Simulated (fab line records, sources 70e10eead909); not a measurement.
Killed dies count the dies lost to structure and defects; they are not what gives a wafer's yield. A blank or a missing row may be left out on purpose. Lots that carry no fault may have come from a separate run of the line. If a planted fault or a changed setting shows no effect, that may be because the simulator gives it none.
Chamber matching	flow nand-harc	rie-diel-04 running NHARC_A_BONDPAD_ETCH_12: 4 sister chambers
The step etches the open film in CHF3/O2, target depth 220 nm, time 110 s. 16 wafers are shown with their chamber, then 7 later ones without.

== WAFERS WITH THEIR CHAMBER ==
wafer	chamber	rf-vpp-V (V)	throttle-valve-pct (%)	rf-fwd-power-W (W)
L630.1	2	373.1	20.577	496.5
L630.3	3	373.8	20.566	495.5
L630.4	0	375.1	20.575	495.2
L632.2	3	374.7	20.583	497.5
L632.4	2	373.6	20.588	499.3
L632.5	2	373.7	20.585	497.7
L635.1	1	370.1	20.584	498.3
L635.4	2	372.9	20.565	497.2
L635.6	1	372.4	20.587	495.2
L639.3	2	372.4	20.562	497.4
L639.5	3	374.3	20.559	494.0
L639.6	2	373.2	20.562	498.5
L641.1	3	372.8	20.559	496.4
L641.5	2	373.3	20.580	497.9
L641.6	3	373.0	20.574	497.0
L642.1	1	371.0	20.586	496.8

SIGNATURES (means of the wafers above)
reading	chamber 0	chamber 1	chamber 2	chamber 3	scatter within a chamber
rf-vpp-V	375.100	371.167	373.171	373.720	0.736
throttle-valve-pct	20.57500	20.58567	20.57414	20.56820	0.00984
rf-fwd-power-W	495.200	496.767	497.786	496.080	1.2
Rule: for each reading, subtract the chamber's mean from the wafer's reading, divide by that reading's scatter and square the result; add these up over the readings and take the root, which gives the wafer's distance from the chamber. If the next closest chamber is less than 2 further off than the closest, the wafer can't be placed; otherwise it belongs to the closest. The scatter is the square root of a quotient: the sum, over the shown wafers, of each reading's squared deviation from its chamber's mean, divided by wafers minus chambers.

== WAFERS MISSING THEIR CHAMBER ==
wafer	rf-vpp-V (V)	throttle-valve-pct (%)	rf-fwd-power-W (W)
L642.4	374.7	20.592	496.0
L642.5	372.1	20.566	498.8
L643.2	373.1	20.566	496.1
L643.3	373.3	20.580	496.0
L643.5	374.9	20.573	496.2
L646.2	373.1	20.570	498.9
L646.4	373.0	20.564	498.4

== EACH ONE'S CHAMBER ==
wafer	from the rows above	in truth
L642.4	can't be placed: 0 or 3 or 2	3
L642.5	can't be placed: 2 or 1 or 3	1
L643.2	can't be placed: 3 or 2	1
L643.3	can't be placed: 3 or 2 or 0 or 1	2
L643.5	can't be placed: 0 or 3 or 2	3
L646.2	can't be placed: 2 or 3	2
L646.4	can't be placed: 2 or 3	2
Placed correctly: 0 of 7. From these rows, 7 cannot be placed; in 6 the true chamber is one of the candidates. Placed wrongly: 0.
